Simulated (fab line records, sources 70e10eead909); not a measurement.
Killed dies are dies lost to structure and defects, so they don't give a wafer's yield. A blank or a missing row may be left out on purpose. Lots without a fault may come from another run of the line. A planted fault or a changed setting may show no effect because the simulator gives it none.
Which tool did it? | flow nand_harc | 12 lots, 36 wafers sampled, at 5 steps of a route of 1159

WHAT THE GAUGES READ, wafer by wafer
NHARC_P_M0_INSPECT_27.
lot  | measured     | on                | raw_defect_count
L505 | day 5 22:03  | defect_inspect-01 | 268 356 508
L506 | day 6 09:11  | defect_inspect-01 | 221 369 197
L508 | day 6 16:01  | defect_inspect-01 | 363 480 486
L515 | day 8 09:32  | defect_inspect-02 | 286 243 182
L516 | day 9 03:09  | defect_inspect-01 | 188 330 206
L517 | day 9 03:50  | defect_inspect-02 | 272 304 282
L519 | day 9 19:51  | defect_inspect-01 | 372 430 330
L522 | day 10 10:55 | defect_inspect-01 | 300 596 647
L523 | day 10 11:32 | defect_inspect-02 | 310 392 384
L524 | day 10 14:46 | defect_inspect-01 | 409 394 326
L527 | day 11 02:30 | defect_inspect-02 | 207 228 314
L528 | day 11 19:23 | defect_inspect-01 | 502 254 306

NHARC_END_SORT_01.
lot  | measured     | on        | defect_limited_yield (%) | killed_at_array | killed_at_other | killed_at_periphery | killed_dies | killed_open | killed_short | sort_bin_2_pct (%) | sort_bin_3_pct (%) | sort_bin_4_pct (%) | sort_n_pass | sort_rim_yield_pct (%) | sort_yield_pct (%)
L524 | day 24 05:47 | prober-02 | 94.5 95.7 95.0           | 32 25 28        | 0 0 0           | 5 4 6               | 37 29 34    | 5 2 2       | 3 0 1        | 1.5 1.3 1.6        | 0 0 0              | 4.0 3.0 3.4        | 640 648 643 | 96.2 98.1 92.5         | 94.5 95.7 95.0

WHICH TOOL RAN EACH LOT (tool, then ch and the chambers of the sampled wafers, then the start)
lot  | NHARC_P_M0_PRE_CLEAN_29                 | NHARC_P_M1_SOFTBAKE_04            | NHARC_P_M1_ETCH_35
L505 | pvd_sputter-01, day 5 22:03 or earlier  | litho_track-01 ch 0, day 5 23:00  | rie_diel-01 ch 2,3, day 5 23:35
L506 | pvd_sputter-02, day 6 09:11 or earlier  | litho_track-04 ch 0, day 6 10:00  | rie_diel-06 ch 0,1,3, day 6 10:44
L508 | pvd_sputter-02, day 6 16:01 or earlier  | litho_track-04 ch 0, day 6 16:00  | rie_diel-01 ch 0,3, day 6 17:41
L515 | pvd_sputter-01, day 8 09:32 or earlier  | litho_track-04 ch 0, day 8 10:00  | rie_diel-11 ch 0,2,3, day 8 11:06
L516 | pvd_sputter-03, day 9 03:09 or earlier  | litho_track-04 ch 0, day 9 04:00  | rie_diel-01 ch 0,2,3, day 9 04:48
L517 | pvd_sputter-01, day 9 03:50 or earlier  | litho_track-04 ch 0, day 9 04:00  | rie_diel-06 ch 0,1, day 9 05:30
L519 | pvd_sputter-03, day 9 19:51 or earlier  | litho_track-01 ch 0, day 9 20:00  | rie_diel-11 ch 0,2,3, day 9 21:31
L522 | pvd_sputter-01, day 10 10:55 or earlier | litho_track-06 ch 0, day 10 11:00 | rie_diel-06 ch 0,1,2, day 10 12:28
L523 | pvd_sputter-01, day 10 11:32 or earlier | litho_track-01 ch 0, day 10 12:00 | rie_diel-11 ch 0,1,2, day 10 13:09
L524 | pvd_sputter-01, day 10 14:46 or earlier | litho_track-06 ch 0, day 10 15:00 | rie_diel-06 ch 0,2,3, day 10 16:17
L527 | pvd_sputter-03, day 11 02:30 or earlier | litho_track-01 ch 0, day 11 03:00 | rie_diel-11 ch 0,1, day 11 04:11
L528 | pvd_sputter-03, day 11 19:23 or earlier | litho_track-06 ch 0, day 11 20:00 | rie_diel-11 ch 0,2,3, day 11 20:55
- NHARC_P_M0_PRE_CLEAN_29: time 30 s.
- NHARC_P_M1_SOFTBAKE_04: time 55 s.
- NHARC_P_M1_ETCH_35: etches the open film in N2/H2, target depth 40 nm, overetch 12 nm, time 43.94 s.

WHAT THE TOOLS THEMSELVES READ (means of the sampled wafers that have a number; where no wafer has one, the mark that the record gives instead)
NHARC_P_M0_PRE_CLEAN_29.
lot  | tool           | heater_power_w (W)
L505 | pvd_sputter-01 | 436
L506 | pvd_sputter-02 | 427
L508 | pvd_sputter-02 | 428
L515 | pvd_sputter-01 | 407
L516 | pvd_sputter-03 | 420
L517 | pvd_sputter-01 | 390
L519 | pvd_sputter-03 | 475
L522 | pvd_sputter-01 | 398
L523 | pvd_sputter-01 | 393
L524 | pvd_sputter-01 | 401
L527 | pvd_sputter-03 | 418
L528 | pvd_sputter-03 | 439

NHARC_P_M1_SOFTBAKE_04.
lot  | tool           | heater_power_total_W (W) | plate_temp_C (C)
L505 | litho_track-01 | 188.43                   | 105.00
L506 | litho_track-04 | 188.49                   | 105.10
L508 | litho_track-04 | 188.53                   | 105.00
L515 | litho_track-04 | 206.48                   | -
L516 | litho_track-04 | 206.58                   | -
L517 | litho_track-04 | 206.38                   | -
L519 | litho_track-01 | 188.52                   | 105.04
L522 | litho_track-06 | 188.36                   | 105.10
L523 | litho_track-01 | 188.43                   | 105.01
L524 | litho_track-06 | 188.62                   | 105.02
L527 | litho_track-01 | 188.48                   | 105.14
L528 | litho_track-06 | 188.45                   | 105.10

NHARC_P_M1_ETCH_35.
lot  | tool        | drypump_motor_current_A (A) | h2_flow_sccm (sccm) | oes_product_au (a.u.) | rf_vpp_V (V) | showerhead_plenum_p_Torr (Torr) | throttle_valve_pct (%)
L505 | rie_diel-01 | 6.2                         | 150.2               | 0.999                 | 428.0        | 1.96                            | 14.166
L506 | rie_diel-06 | 5.4                         | 149.5               | 0.999                 | 429.6        | 2.00                            | 14.172
L508 | rie_diel-01 | 6.1                         | 149.8               | 1.000                 | 430.0        | 2.01                            | 14.170
L515 | rie_diel-11 | 6.1                         | 150.2               | 1.006                 | 431.3        | 2.07                            | 14.161
L516 | rie_diel-01 | 6.0                         | 150.2               | 0.998                 | 428.8        | 1.97                            | 14.175
L517 | rie_diel-06 | 5.1                         | 150.0               | 1.002                 | 428.0        | 1.94                            | 14.168
L519 | rie_diel-11 | 6.0                         | 150.5               | 0.997                 | 431.3        | 2.07                            | 14.173
L522 | rie_diel-06 | 5.3                         | 149.9               | 0.999                 | 427.9        | 1.95                            | 14.167
L523 | rie_diel-11 | 6.2                         | 150.1               | 0.994                 | 431.4        | 2.09                            | 14.176
L524 | rie_diel-06 | 5.6                         | 149.8               | 1.002                 | 430.8        | 2.02                            | 14.165
L527 | rie_diel-11 | 6.2                         | 149.6               | 0.989                 | 430.5        | 2.07                            | 14.166
L528 | rie_diel-11 | 6.0                         | 149.7               | 1.004                 | 431.6        | 2.07                            | 14.172

THE ANSWER, worked out from the rows above alone
Rule: what is usual is taken from the lots themselves. Put in order of their means at a reading, lots are off if they are a third of the lots or fewer, leave a main group of 4 or more, and stand apart from it by a gap of 3 or more times the standard deviation of the main group's means; of several such gaps the widest counts. A main group whose means are all the same, to the digits that the tables above print for the reading, isn't used. A lot without any number at a reading at which 4 lots or more have one is off too. The other lots that the step has rows for count as sound. The gauges are gone through in route order, then the tools' own readings, and for those a lot's mean is taken as printed above. The first step at which some lot is off is used, and at that step the reading that is off furthest; a lot without a number counts as furthest.
Off: L515, L516, L517, at NHARC_P_M1_SOFTBAKE_04 (plate_temp_C). Without a number there: L515, L516, L517. The main group: mean 105.06 C, standard deviation 0.05.
A tool fits if, at that step or a process step before it, it ran every lot that is off, and no sound lot after the first of them. NHARC_P_M0_PRE_CLEAN_29 gives no start for some lots, so the hours and the order of its lots are those of NHARC_P_M0_INSPECT_27. One fits: litho_track-04 at NHARC_P_M1_SOFTBAKE_04. Its last sound lot is L508 (day 6 16:00), its first lot that is off L515 (day 8 10:00): a fault that began between those two fits.
The tool's own readings at NHARC_P_M1_SOFTBAKE_04 bear it out: on the lots that are off they differ by more than 5 times the standard deviation of the sound lots' means. heater_power_total_W reads 206.48 W there against 188.48 W on the sound lots.
Blank at NHARC_P_M1_SOFTBAKE_04 on the lots that are off, where sound lots have numbers: plate_temp_C.

WHAT THE SIMULATOR HAD PUT IN
Process parameter drift: litho_track-04, from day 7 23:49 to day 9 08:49, at NHARC_P_M1_SOFTBAKE_04. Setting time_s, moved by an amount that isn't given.
Lots struck among those shown: L515, L516, L517. The rule above found the same.
